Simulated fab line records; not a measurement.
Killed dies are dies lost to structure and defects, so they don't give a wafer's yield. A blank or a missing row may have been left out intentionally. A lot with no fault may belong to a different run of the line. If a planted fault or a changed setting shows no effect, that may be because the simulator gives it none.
Chamber matching || flow nand_harc || rie_diel-08 running NHARC_A_BONDPAD_ETCH_34: 4 sister chambers
The step etches the open film in N2/H2, target depth 60 nm, overetch 18 nm, time 65.91 s. 8 wafers are shown with their chamber, then 7 later ones without.

WAFERS WITH THEIR CHAMBER
{"wafer": "L736.5", "chamber": 3, "drypump_motor_current_A (A)": 5.58, "rf_vpp_V (V)": 432}
{"wafer": "L744.2", "chamber": 0, "drypump_motor_current_A (A)": 5.94, "rf_vpp_V (V)": 434}
{"wafer": "L744.6", "chamber": 2, "drypump_motor_current_A (A)": 5.48, "rf_vpp_V (V)": 425}
{"wafer": "L743.1", "chamber": 1, "drypump_motor_current_A (A)": 5.91, "rf_vpp_V (V)": 433}
{"wafer": "L743.2", "chamber": 2, "drypump_motor_current_A (A)": 5.50, "rf_vpp_V (V)": 427}
{"wafer": "L743.3", "chamber": 0, "drypump_motor_current_A (A)": 5.94, "rf_vpp_V (V)": 435}
{"wafer": "L742.2", "chamber": 3, "drypump_motor_current_A (A)": 5.59, "rf_vpp_V (V)": 431}
{"wafer": "L742.4", "chamber": 1, "drypump_motor_current_A (A)": 5.92, "rf_vpp_V (V)": 433}

WAFERS WITHOUT THEIR CHAMBER
{"wafer": "L742.5", "drypump_motor_current_A (A)": 5.93, "rf_vpp_V (V)": 434}
{"wafer": "L741.1", "drypump_motor_current_A (A)": 5.91, "rf_vpp_V (V)": 433}
{"wafer": "L741.3", "drypump_motor_current_A (A)": 5.94, "rf_vpp_V (V)": 435}
{"wafer": "L741.5", "drypump_motor_current_A (A)": 5.94, "rf_vpp_V (V)": 433}
{"wafer": "L755.2", "drypump_motor_current_A (A)": 5.91, "rf_vpp_V (V)": 435}
{"wafer": "L755.4", "drypump_motor_current_A (A)": 5.97, "rf_vpp_V (V)": 434}
{"wafer": "L755.5", "drypump_motor_current_A (A)": 5.47, "rf_vpp_V (V)": 428}

EACH ONE'S CHAMBER
{"wafer": "L742.5", "from the rows above": "can't be placed: 0 or 1", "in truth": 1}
{"wafer": "L741.1", "from the rows above": 1, "in truth": 1}
{"wafer": "L741.3", "from the rows above": 0, "in truth": 0}
{"wafer": "L741.5", "from the rows above": "can't be placed: 0 or 1", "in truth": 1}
{"wafer": "L755.2", "from the rows above": "can't be placed: 1 or 0", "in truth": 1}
{"wafer": "L755.4", "from the rows above": 0, "in truth": 0}
{"wafer": "L755.5", "from the rows above": 2, "in truth": 2}
Correct placement for 4 of the 7. Can't be placed from these rows: 3 (the true chamber is among the candidates in 3). Number placed wrongly: 0.
How it was worked out, from the rows above alone: a wafer's distance from a chamber is the root of the sum, over the readings, of the square of ((its reading less the chamber's mean) divided by the reading's scatter). If the next closest chamber is less than 2 further off than the closest, the wafer can't be placed; otherwise it belongs to the closest. The mean given for a chamber averages the wafers shown for that chamber. The scatter: the root of (the sum of the squares of (reading less its chamber's mean) over the shown wafers, divided by (wafers less chambers)).
